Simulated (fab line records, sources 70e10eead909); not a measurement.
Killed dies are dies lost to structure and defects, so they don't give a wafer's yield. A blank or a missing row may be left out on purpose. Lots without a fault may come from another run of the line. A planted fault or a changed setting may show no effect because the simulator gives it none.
Problem report in the 8D (eight disciplines) form, filled by code | flow nand_harc | the parts of the form that need people (team, actions taken, sign-off) are left out

1. THE PROBLEM
killed_at_periphery at NHARC_END_SORT_01 reads a mean of 648 on 3 wafers of 2 lots; wafers without a fault read 4 with a standard deviation of 3.2. That is +99 or more standard deviations from the usual mean.
First seen on wafer L326.3, day 21 03:00, on prober-01. The record holds 15 wafers of 5 lots with a number at this step. Rule for "out", or "out of limits": more than 4 standard deviations from the usual mean. The other wafers with a number count as sound.

2. WHAT IT IS AND WHAT IT IS NOT
question                    | is                               | is not
which readings at this step | killed_at_periphery, killed_dies | killed_at_array, killed_at_other, killed_open, killed_short
which lots                  | L326, L327                       | L323, L334, L339
which wafers of those lots  | L326.3, L326.5, L327.5           | L326.2, L327.2, L327.3
read on which gauges        | prober-01, prober-02             | -
when                        | from day 21 03:00                | up to then (4 sound wafers); but 8 sound wafers of L327, L334, L339 came after

3. SUSPECTS, AND WHAT RULES EACH OUT
Counting: a tool at a process step up to the reading stays a suspect if it ran every lot that is out. Sound lots after the first of them don't rule it out here, since some wafers of a struck lot are sound.
- the gauge at NHARC_END_SORT_01: ruled out. The wafers that are out were read on 2 gauges (prober-01, prober-02).
- rtp_anneal-01 at NHARC_P_GATE_RTA_82 (time 30 s): kept. It ran every lot that is out, first L326 (day 7 07:05); its last sound lot up to then is L323 (day 6 16:38).
- rie_diel-11 at NHARC_P_CONTACT_ETCH_35 (etches the open film in CF4, target depth 39 nm, time 65 s): kept. It ran every lot that is out, first L326 (day 7 09:10); its last sound lot up to then is L323 (day 6 18:44).
- rie_diel-11 at NHARC_P_CONTACT_ETCH_36 (etches the open film in N2/H2, target depth 260 nm, time 406.25 s): kept. It ran every lot that is out, first L326 (day 7 09:17); its last sound lot up to then is L323 (day 6 18:50). Its own readings are out on those wafers: run_length_s.
- Within rie_diel-11 at NHARC_P_CONTACT_ETCH_36: the wafers that are out ran in chamber 3; their sound lot-mates ran in chambers 0, 1.
Left after counting: rtp_anneal-01 at NHARC_P_GATE_RTA_82, rie_diel-11 at NHARC_P_CONTACT_ETCH_35, rie_diel-11 at NHARC_P_CONTACT_ETCH_36.

4. THE CAUSE (what the simulator had put in)
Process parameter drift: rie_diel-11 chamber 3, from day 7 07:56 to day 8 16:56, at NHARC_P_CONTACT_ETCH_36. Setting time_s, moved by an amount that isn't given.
Counting left 3 suspects, and this tool is among them.

5. THE CHAIN OF EFFECTS, in route order
Each row: a reading whose mean over the struck wafers that have a number lies more than 3 standard deviations from the usual. Only readings for which the record gives a usual standard deviation are gone through. hours: the time from each lot's start at the first step in this table that gives one to its start at this step, as a median over the lots. sigmas: the change in usual standard deviations.
hours | step                    | reading             | usual   | on struck wafers | change | sigmas
0     | NHARC_P_CONTACT_ETCH_36 | run_length_s        | 427.8 s | 322.0            | -105.8 | -99 or more
336   | NHARC_END_SORT_01       | killed_at_periphery | 4       | 648              | +644   | +99 or more
336   | NHARC_END_SORT_01       | killed_dies         | 34      | 670              | +636   | +53
The process steps in it:
- NHARC_P_CONTACT_ETCH_36: etches the open film in N2/H2, target depth 260 nm, time 406.25 s.

6. WHAT WOULD HAVE CAUGHT IT SOONER
In this record the first reading out of limits at a measuring or inspecting step was taken at day 21 03:00, 331 hours after the fault began at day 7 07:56.
The tool's own readings at NHARC_P_CONTACT_ETCH_36 were out on every struck wafer that the step has a row for (run_length_s): an alarm limit on them would have fired on the first of those.
All the lots that are out (2) had begun NHARC_P_CONTACT_ETCH_36 on rie_diel-11 by day 21 03:00. A hold on the tool at that time would have spared none of them.
